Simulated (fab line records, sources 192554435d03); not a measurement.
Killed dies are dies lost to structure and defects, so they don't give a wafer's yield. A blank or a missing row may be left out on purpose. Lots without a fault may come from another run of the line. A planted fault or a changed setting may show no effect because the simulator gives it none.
Split-lot experiment | flow n5_finfet | 7 lots, 21 wafers read, on a route of 1938 steps

THE SPLIT
At N5_SD_EPI_P_ETCH_36 (etches SiARC in CF4, target depth 45.5 nm, time 75.8 s), the setting bias_w was moved away from the recipe's 36 W on 8 of the 21 wafers read, by -16.3% to +6.8%. The other wafers ran this setting at the recipe's value.

The reading is taken at the split's own step.

THE READING
rf_vpp_V, in V, at N5_SD_EPI_P_ETCH_36 (etches SiARC in CF4, target depth 45.5 nm, time 75.8 s). Fault-free wafers of this fab line usually give 184.2 V, standard deviation 1.2 V.

wafer  | tool, chamber at the split | bias_w as run, W | against the recipe | rf_vpp_V, V | against lot-mates on the recipe
L076.1 | rie_diel-01, 0             | 36               | recipe             | 186.4       | -
L076.2 | rie_diel-01, 3             | 36               | recipe             | 183.3       | -
L076.5 | rie_diel-01, 3             | 36               | recipe             | 182.1       | -
L077.3 | rie_diel-01, 0             | 38.45            | +6.8%              | 194.2       | +9.5
L077.4 | rie_diel-01, 2             | 36               | recipe             | 184.7       | -
L077.6 | rie_diel-01, 0             | 38.45            | +6.8%              | 190.5       | +5.8
L082.2 | rie_diel-03, 2             | 36               | recipe             | 182.7       | -
L082.4 | rie_diel-03, 2             | 36               | recipe             | 184.4       | -
L082.5 | rie_diel-03, 3             | 36               | recipe             | 183.7       | -
L084.1 | rie_diel-03, 3             | 31.38            | -12.8%             | 168.6       | no lot-mate on the recipe
L084.3 | rie_diel-03, 1             | 31.38            | -12.8%             | 168.7       | no lot-mate on the recipe
L084.4 | rie_diel-03, 0             | 31.38            | -12.8%             | 169.6       | no lot-mate on the recipe
L085.1 | rie_diel-06, 2             | 30.7             | -14.7%             | 166.3       | -18.9
L085.4 | rie_diel-06, 2             | 30.7             | -14.7%             | 165.4       | -19.8
L085.5 | rie_diel-06, 3             | 36               | recipe             | 185.2       | -
L096.2 | rie_diel-06, 3             | 30.14            | -16.3%             | 166.0       | -16.8
L096.5 | rie_diel-06, 0             | 36               | recipe             | 182.7       | -
L096.6 | rie_diel-06, 1             | 36               | recipe             | 183.0       | -
L097.1 | rie_diel-03, 2             | 36               | recipe             | 185.3       | -
L097.3 | rie_diel-03, 1             | 36               | recipe             | 182.4       | -
L097.4 | rie_diel-03, 1             | 36               | recipe             | 186.0       | -

THE FIT
A straight line over all 21 wafers: rf_vpp_V changes by +1.18 V for each +1% of bias_w; r = +0.99; the points scatter about the line by 1.4 V.
The same after taking each lot's own level away (the mean of its wafers on the recipe; 18 wafers): +1.19 V for each +1%; r = +0.98; scatter 1.6 V.
On that fit, the largest move of bias_w shifts the reading by 19 V.
The lots' own levels span 182.85 to 185.20 V, that is 2.0 times the standard deviation above.
So the lot-to-lot level changes the slope little: the two slopes agree.
Check: with one of the wafers moved furthest among these (-16.3%) left out of the fit, the line predicts -20.9 V for it against its lot-mates. It came out at -16.8 V against them.
Tool readings at the split's step, against how far the setting was moved: rf_vpp_V r = +0.99.

OTHER SPLITS ON THESE WAFERS
These wafers also went through other splits before the reading. Each is held against what the fit with the lots' levels taken away leaves over:
other split on the same wafers                    | wafers away from the commonest value | r with rf_vpp_V (lot level and that fit taken away)
N5_ZERO_LAYER_PECVD_02 time_s                     | 5                                    | -0.10
N5_PMOS_HMC_CHANNEL_EPI_PEB_07 peb_time_s         | 6                                    | -0.05
N5_PMOS_HMC_CHANNEL_EPI_DEVELOP_08 develop_time_s | 7                                    | -0.03
N5_DUMMY_GATE_COAT_09 spin_rpm                    | 5                                    | -0.13
N5_DUMMY_GATE_EXPOSE_12 dose_mj                   | 3                                    | +0.24
N5_SD_EPI_P_DESCUM_14 time_s                      | 9                                    | +0.32

THE FILE'S OWN FIT
rf_vpp_V changes by +1.16 V for each +1% of bias_w, r = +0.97.
